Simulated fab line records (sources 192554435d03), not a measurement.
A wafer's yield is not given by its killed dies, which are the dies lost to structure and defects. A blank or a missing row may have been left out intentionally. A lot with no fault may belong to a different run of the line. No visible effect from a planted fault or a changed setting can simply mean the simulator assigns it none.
Split-lot trial -- flow n5_finfet -- 21 wafers read across 7 lots, on a route 1938 steps long

## THE SPLIT ITSELF
At N5_BEOL_M5_HM_DEP_02 (deposits TiN, target thk 20 nm), the setting target_thk_a was moved away from the recipe's 200 angstrom on 7 of the 21 wafers read, by -9.0% to +12.0%. The other wafers ran this setting at the recipe's value.

## FROM THE SPLIT TO THE READING: what the file shows between them, 11 steps
- N5_BEOL_M5_EXPOSE_08: exposes mask M5, target cd 28 nm (also split here: dose_mj)
- N5_BEOL_M5_PEB_09: peb time 60 s
- N5_BEOL_M5_DEVELOP_10: develop time 30 s
- N5_BEOL_M5_CD_MEAS_11: target cd 27.74 nm
- N5_BEOL_M5_DESCUM_16: chemistry O2, time 7 s
- N5_BEOL_M5_ETCH_72: etches underlayer in N2/H2, target depth 6.5 nm, time 5.2 s
- N5_BEOL_M5_ETCH_61: etches SiARC in CF4, target depth 15.6 nm, time 26 s
- N5_BEOL_M5_ETCH_62: etches SOC in N2/H2, target depth 75 nm, overetch 15 nm, time 112.5 s
- N5_BEOL_M5_STRIP_63: strips in N2/H2
- N5_BEOL_M5_STRIP_73: strips in N2/H2
- N5_BEOL_M5_STRIP_64: strips in CF4

## THE READING
etch.depth_nm (the simulator's own value, which no gauge read), in nm, at N5_BEOL_M5_HM_OPEN_17 (chemistry Cl2/BCl3, target TiN, target depth 20 nm, overetch 6 nm). The file does not state a usual value for it. Across the 14 wafers here that went through the recipe, the average is 20.24 nm and the standard deviation 0.17 nm.

wafer,"tool, chamber at the split","target_thk_a as run, angstrom",against the recipe,"etch.depth_nm, nm",against lot-mates on the recipe
L075.1,"pvd_sputter-03, -",200,recipe,20.32,-
L075.3,"pvd_sputter-03, -",200,recipe,20.47,-
L075.4,"pvd_sputter-03, -",190.9,-4.5%,19.27,-1.12
L083.1,"pvd_sputter-02, -",209.5,+4.8%,20.86,+0.67
L083.2,"pvd_sputter-02, -",200,recipe,20.19,-
L083.6,"pvd_sputter-02, -",209.5,+4.8%,20.72,+0.53
L084.3,"pvd_sputter-03, -",200,recipe,20.3,-
L084.4,"pvd_sputter-03, -",200,recipe,20.31,-
L084.6,"pvd_sputter-03, -",200,recipe,20.61,-
L089.1,"pvd_sputter-01, -",200,recipe,20.14,-
L089.2,"pvd_sputter-01, -",200,recipe,20.16,-
L089.4,"pvd_sputter-01, -",200,recipe,20.18,-
L091.4,"pvd_sputter-02, -",200,recipe,20.2,-
L091.5,"pvd_sputter-02, -",200,recipe,20.27,-
L091.6,"pvd_sputter-02, -",224,+12.0%,22.59,+2.36
L095.3,"pvd_sputter-02, -",212.3,+6.2%,21.29,+1.46
L095.4,"pvd_sputter-02, -",200,recipe,19.83,-
L095.5,"pvd_sputter-02, -",212.3,+6.2%,21.24,+1.41
L097.2,"pvd_sputter-02, -",182,-9.0%,18.41,-1.80
L097.4,"pvd_sputter-02, -",200,recipe,20.18,-
L097.5,"pvd_sputter-02, -",200,recipe,20.24,-

FIT RESULTS
A straight line over all 21 wafers: etch.depth_nm changes by +0.185 nm for each +1% of target_thk_a; r = +0.97; the points scatter about the line by 0.19 nm.
The same after taking each lot's own level away (the mean of its wafers on the recipe; 21 wafers): +0.2 nm for each +1%; r = +0.98; scatter 0.15 nm.
On that fit, the largest move of target_thk_a shifts the reading by 2.4 nm.
The span of the lots' own levels, 19.830 to 20.407 nm, comes to 3.4 times the standard deviation stated above.
Hence the lot-to-lot level has little effect on the slope; both slopes agree.
Check: for one of the wafers moved furthest among these (+12.0%), held out of the fit, the line's prediction against its lot-mates is +2.4 nm. It came out at +2.36 nm against them.

## THESE WAFERS: OTHER SPLITS
Other splits were also applied to these wafers ahead of the reading. Each is held against what the fit with the lots' levels taken away leaves over:
other split on the same wafers,wafers away from the commonest value,r with etch.depth_nm (lot level and that fit taken away)
N5_BEOL_M3_TRENCH_ETCH_37 time_s,6,+0.08
N5_BEOL_M4_TRENCH_ETCH_37 bias_w,7,-0.15
N5_BEOL_M5_EXPOSE_08 dose_mj,8,-0.15

## THE WHOLE CHAIN: every reading that the file lists as answering this split, in the file's order
step,what it does,reading,change (the file's fit),r (the file's)
N5_BEOL_M5_HM_DEP_02,"deposits TiN, target thk 20 nm","TiN_of_BEOL_M5_HM_DEP_02.thk_nm (the simulator's own value, which no gauge read)",+0.202 nm for each +1% of the setting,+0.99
N5_BEOL_M5_HM_OPEN_17,"chemistry Cl2/BCl3, target TiN, target depth 20 nm, overetch 6 nm","etch.depth_nm (the simulator's own value, which no gauge read)",+0.2 nm for each +1% of the setting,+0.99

## FILE'S OWN FIT
etch.depth_nm changes by +0.2 nm for each +1% of target_thk_a, r = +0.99.
